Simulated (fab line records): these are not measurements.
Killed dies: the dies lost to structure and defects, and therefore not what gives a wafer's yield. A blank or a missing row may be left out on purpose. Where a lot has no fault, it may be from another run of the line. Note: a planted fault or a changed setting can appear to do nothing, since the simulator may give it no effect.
A lot that was struck, set against a sound lot / flow n5 finfet / 15 steps out of a route of 1938
Sound: these wafers, L288.3, L288.4, L288.6. Struck: wafers L278.2, L278.6. (L278.4 of the same lot was not struck and is left out.) The cause comes at the end.
At each step with rows: each side's tool, then ch and its chambers, then its first start. Under that, the readings that differ: sound wafers / struck wafers / difference of the means / sigmas: that difference in standard deviations of wafers without a fault.
alike: readings with means less than 2 such deviations apart, plus words and numbers identical on both sides. not compared: withheld readings, readings lacking a value on some wafer, bounds such as >300 that could conceal the same value, and numbers that have no deviation in the record and whose values overlap.
The two part at a step that has a row with sigmas, a row that says differs or no value, or rows on one side only. Non-overlapping numbers with no deviation appear without sigmas and do not part them. A reading that every wafer of one side lacks parts them only if that side has two wafers or more.

N5_BEOL_M8_OVL_MEAS_29:
  sound on overlay-02 ch 0, day 13 00:25; struck on overlay-01 ch 0, day 11 00:50
  alike: V7_OVL
N5_BEOL_M8_INSPECT_30: inspects for defects (brightfield).
  sound on defect inspect-02 at day 13 00:28; struck on defect inspect-01 at day 11 00:53
  alike: raw defect count
N5_BEOL_M8_DESCUM_33: chemistry O2, time 7 s.
  sound on rie diel-05 ch 0,1,2, day 13 00:29; struck on rie diel-06 ch 1,2, day 11 01:09
  alike: drypump motor current A, oes product au, rf fwd power W, rf vpp V, showerhead plenum p Torr, throttle valve pct
  not compared: rf hours counter h
N5_BEOL_M8_ETCH_72: etches underlayer in N2/H2, target depth 6.5 nm, time 5.2 s.
  sound on rie diel-05 ch 0,1,2, day 13 00:32; struck on rie diel-06 ch 1,2, day 11 01:11
  alike: drypump motor current A, etch rf on time s, oes product au, rf fwd power W, rf vpp V, showerhead plenum p Torr, throttle valve pct
  not compared: rf hours counter h
N5_BEOL_M8_ETCH_65: etches SiARC in CF4, target depth 15.6 nm, time 26 s.
  sound on rie diel-05 ch 0,1,2, day 13 00:33; struck on rie diel-06 ch 1,2, day 11 01:13
  alike: drypump motor current A, etch rf on time s, oes product au, rf fwd power W, rf vpp V, showerhead plenum p Torr, throttle valve pct
  not compared: rf hours counter h
N5_BEOL_M8_ETCH_66: etches SOC in N2/H2, target depth 80 nm, overetch 16 nm, time 120 s.
  sound on rie diel-05 ch 0,1,2, day 13 00:34; struck on rie diel-06 ch 1,2, day 11 01:14
  alike: drypump motor current A, oes product au, rf fwd power W, rf vpp V, showerhead plenum p Torr, throttle valve pct
  not compared: rf hours counter h
then, 4 steps without rows for these wafers: N5_BEOL_M8_STRIP_69 (strips in N2/H2); N5_BEOL_M8_STRIP_73 (strips in N2/H2); N5_BEOL_M8_VIA_ETCH_34 (etches SiCOH lowk in C4F6/O2, target depth 125.5 nm, time 50.5 s); N5_BEOL_M8_STRIP_76 (strips in C4F6/O2).
N5_BEOL_M8_STRIP_36: strips in N2/H2.
  sound on rie diel-05 ch 0,1,2, day 13 00:44; struck on rie diel-06 ch 1,2, day 11 01:23
  alike: drypump motor current A, oes product au, rf vpp V, showerhead plenum p Torr, throttle valve pct
  not compared: rf hours counter h
then, 1 step without rows for these wafers: N5_BEOL_M8_TRENCH_ETCH_37 (etches SiCOH lowk in C4F6/O2, target depth 93.478 nm, time 31.2 s).
N5_BEOL_M8_ETCH_41: etches SiCN in CH3F/O2, target depth 31.9 nm, time 57.8 s.
  sound on rie diel-05 ch 0,1,2, day 13 00:48; struck on rie diel-06 ch 1,2, day 11 01:28
reading=model.etch.depth nm (nm); sound=22.22 22.61 23.22; struck=36.34 37.12; difference=+14.05; sigmas=
  alike: drypump motor current A, oes product au, rf fwd power W, rf vpp V, showerhead plenum p Torr, throttle valve pct
  not compared: rf hours counter h
then, 1 step without rows for these wafers: N5_BEOL_M8_STRIP_80 (strips in N2/H2, time 10 s).
-- here the record skips 3 days between the struck wafers' starts before and after, leaving off in module BEOL_M8 and picking up in module PASSIVATION (first step shown: number 1936 of the route) --
N5_PASSIVATION_PROBE_49:
  sound on prober-02 at day 15 23:01; struck on prober-02 at day 14 01:15
reading=killed at other; sound=9 12 9; struck=1 4; difference=-8; sigmas=-2
  alike: defect limited yield, killed_at_M0_to_M3, killed_at_M4_up, killed at contacts, killed at front end, killed dies, killed open, killed short, sort_bin_5_function, sort_bin_6_memory, sort_bin_8_speed, sort n pass, sort yield pct

## WHERE THEY PART
At N5_PASSIVATION_PROBE_49 and nowhere else, as far as this record goes.

WHY: what the simulator had put in
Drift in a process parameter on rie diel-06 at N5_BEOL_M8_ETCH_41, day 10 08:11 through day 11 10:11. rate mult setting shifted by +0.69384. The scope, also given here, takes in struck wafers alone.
